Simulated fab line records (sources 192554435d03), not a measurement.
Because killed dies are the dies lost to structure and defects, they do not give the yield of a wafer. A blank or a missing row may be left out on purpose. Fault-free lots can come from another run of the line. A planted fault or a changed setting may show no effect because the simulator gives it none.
Matching of chambers	flow n5-finfet	N5_BEOL_M7_STRIP_36 on rie-diel-01: 4 sister chambers
The step strips in N2/H2. 8 wafers are shown with their chamber, then 7 later ones without.

## WAFERS WITH THEIR CHAMBER
wafer	chamber	showerhead-plenum-p-Torr (Torr)	throttle-valve-pct (%)
L078.4	1	2.47	23.66
L086.2	3	2.50	23.90
L086.6	3	2.51	23.88
L087.2	0	2.55	23.05
L087.3	2	2.61	23.86
L087.6	2	2.61	23.89
L089.2	0	2.55	23.02
L089.4	1	2.47	23.67

## WAFERS WITH NO CHAMBER GIVEN
wafer	showerhead-plenum-p-Torr (Torr)	throttle-valve-pct (%)
L089.6	2.47	23.71
L092.1	2.50	23.86
L092.3	2.55	23.03
L092.4	2.47	23.67
L093.1	2.47	23.67
L093.5	2.61	23.88
L093.6	2.50	23.91

## EACH ONE'S CHAMBER
wafer	from the rows above	in truth
L089.6	1	1
L092.1	3	3
L092.3	0	0
L092.4	1	1
L093.1	1	1
L093.5	2	2
L093.6	3	3
Correct placement for 7 of the 7. Number that these rows cannot place: 0. Wrongly placed: 0.
How it was worked out, from the rows above alone: a wafer's distance from a chamber is the root of the sum, over the readings, of the square of ((its reading less the chamber's mean) divided by the reading's scatter). If the next closest chamber is less than 2 further off than the closest, the wafer can't be placed; otherwise it belongs to the closest. The mean given for a chamber averages the wafers shown for that chamber. The scatter: take each reading less its chamber's mean, square it, sum over the shown wafers, divide by the number of wafers less the number of chambers, and take the root.
